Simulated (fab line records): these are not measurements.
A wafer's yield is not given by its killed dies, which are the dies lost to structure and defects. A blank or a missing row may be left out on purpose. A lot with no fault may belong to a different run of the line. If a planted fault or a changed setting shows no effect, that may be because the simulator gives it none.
Chamber matching || flow n5 finfet || rie diel-03 running N5_MOL_CONTACT_COAG_DESCUM_13: 4 sister chambers
The step chemistry O2, time 7 s. 18 wafers are shown with their chamber, then 9 later ones without.

== EACH WAFER AND ITS CHAMBER ==
{"wafer": "L078.1", "chamber": 1, "drypump motor current A (A)": 5.8, "showerhead plenum p Torr (Torr)": 2.23, "throttle valve pct (%)": 20.08}
{"wafer": "L078.4", "chamber": 3, "drypump motor current A (A)": 5.1, "showerhead plenum p Torr (Torr)": 1.99, "throttle valve pct (%)": 20.57}
{"wafer": "L078.5", "chamber": 0, "drypump motor current A (A)": 6.0, "showerhead plenum p Torr (Torr)": 2.17, "throttle valve pct (%)": 20.75}
{"wafer": "L079.2", "chamber": 1, "drypump motor current A (A)": 5.8, "showerhead plenum p Torr (Torr)": 2.23, "throttle valve pct (%)": 20.07}
{"wafer": "L079.4", "chamber": 0, "drypump motor current A (A)": 6.0, "showerhead plenum p Torr (Torr)": 2.17, "throttle valve pct (%)": 20.75}
{"wafer": "L079.6", "chamber": 2, "drypump motor current A (A)": 5.6, "showerhead plenum p Torr (Torr)": 2.21, "throttle valve pct (%)": 20.56}
{"wafer": "L082.2", "chamber": 1, "drypump motor current A (A)": 5.8, "showerhead plenum p Torr (Torr)": 2.23, "throttle valve pct (%)": 20.10}
{"wafer": "L082.4", "chamber": 3, "drypump motor current A (A)": 5.1, "showerhead plenum p Torr (Torr)": 1.99, "throttle valve pct (%)": 20.57}
{"wafer": "L082.5", "chamber": 1, "drypump motor current A (A)": 5.8, "showerhead plenum p Torr (Torr)": 2.23, "throttle valve pct (%)": 20.09}
{"wafer": "L086.1", "chamber": 0, "drypump motor current A (A)": 6.0, "showerhead plenum p Torr (Torr)": 2.17, "throttle valve pct (%)": 20.78}
{"wafer": "L086.3", "chamber": 1, "drypump motor current A (A)": 5.8, "showerhead plenum p Torr (Torr)": 2.23, "throttle valve pct (%)": 20.10}
{"wafer": "L086.4", "chamber": 2, "drypump motor current A (A)": 5.6, "showerhead plenum p Torr (Torr)": 2.21, "throttle valve pct (%)": 20.59}
{"wafer": "L090.1", "chamber": 3, "drypump motor current A (A)": 5.1, "showerhead plenum p Torr (Torr)": 1.98, "throttle valve pct (%)": 20.58}
{"wafer": "L090.4", "chamber": 2, "drypump motor current A (A)": 5.7, "showerhead plenum p Torr (Torr)": 2.20, "throttle valve pct (%)": 20.62}
{"wafer": "L090.5", "chamber": 0, "drypump motor current A (A)": 6.0, "showerhead plenum p Torr (Torr)": 2.16, "throttle valve pct (%)": 20.77}
{"wafer": "L091.1", "chamber": 3, "drypump motor current A (A)": 5.1, "showerhead plenum p Torr (Torr)": 1.98, "throttle valve pct (%)": 20.62}
{"wafer": "L091.4", "chamber": 2, "drypump motor current A (A)": 5.6, "showerhead plenum p Torr (Torr)": 2.20, "throttle valve pct (%)": 20.61}
{"wafer": "L091.5", "chamber": 2, "drypump motor current A (A)": 5.6, "showerhead plenum p Torr (Torr)": 2.20, "throttle valve pct (%)": 20.62}

SIGNATURES (means of the wafers above)
{"reading": "drypump motor current A", "chamber 0": 6.000, "chamber 1": 5.800, "chamber 2": 5.620, "chamber 3": 5.100, "scatter within a chamber": 0.0239}
{"reading": "showerhead plenum p Torr", "chamber 0": 2.1675, "chamber 1": 2.2300, "chamber 2": 2.2040, "chamber 3": 1.9850, "scatter within a chamber": 0.00459}
{"reading": "throttle valve pct", "chamber 0": 20.7625, "chamber 1": 20.0880, "chamber 2": 20.6000, "chamber 3": 20.5850, "scatter within a chamber": 0.0201}
Rule: a wafer's distance from a chamber is the root of the sum, over the readings, of the square of ((its reading less the chamber's mean) divided by the reading's scatter). If the next closest chamber is less than 2 further off than the closest, the wafer can't be placed; otherwise it belongs to the closest. How the scatter is found: for the shown wafers, subtract from each reading the mean of its chamber, square and add these, divide the total by (wafers less chambers), then take the root.

== WAFERS WITHOUT THEIR CHAMBER ==
{"wafer": "L092.1", "drypump motor current A (A)": 5.1, "showerhead plenum p Torr (Torr)": 1.98, "throttle valve pct (%)": 20.61}
{"wafer": "L092.4", "drypump motor current A (A)": 6.0, "showerhead plenum p Torr (Torr)": 2.16, "throttle valve pct (%)": 20.80}
{"wafer": "L092.5", "drypump motor current A (A)": 5.7, "showerhead plenum p Torr (Torr)": 2.20, "throttle valve pct (%)": 20.62}
{"wafer": "L093.1", "drypump motor current A (A)": 5.1, "showerhead plenum p Torr (Torr)": 1.98, "throttle valve pct (%)": 20.62}
{"wafer": "L093.4", "drypump motor current A (A)": 5.8, "showerhead plenum p Torr (Torr)": 2.22, "throttle valve pct (%)": 20.11}
{"wafer": "L093.6", "drypump motor current A (A)": 5.6, "showerhead plenum p Torr (Torr)": 2.20, "throttle valve pct (%)": 20.62}
{"wafer": "L094.1", "drypump motor current A (A)": 5.7, "showerhead plenum p Torr (Torr)": 2.20, "throttle valve pct (%)": 20.62}
{"wafer": "L094.5", "drypump motor current A (A)": 5.7, "showerhead plenum p Torr (Torr)": 2.20, "throttle valve pct (%)": 20.59}
{"wafer": "L094.6", "drypump motor current A (A)": 5.1, "showerhead plenum p Torr (Torr)": 1.98, "throttle valve pct (%)": 20.62}

== WHICH CHAMBER EACH ONE RAN IN ==
{"wafer": "L092.1", "from the rows above": 3, "in truth": 3}
{"wafer": "L092.4", "from the rows above": 0, "in truth": 0}
{"wafer": "L092.5", "from the rows above": 2, "in truth": 2}
{"wafer": "L093.1", "from the rows above": 3, "in truth": 3}
{"wafer": "L093.4", "from the rows above": 1, "in truth": 1}
{"wafer": "L093.6", "from the rows above": 2, "in truth": 2}
{"wafer": "L094.1", "from the rows above": 2, "in truth": 2}
{"wafer": "L094.5", "from the rows above": 2, "in truth": 2}
{"wafer": "L094.6", "from the rows above": 3, "in truth": 3}
Correct placement for 9 of the 9. Left unplaced by these rows: 0. 0 placed wrongly.
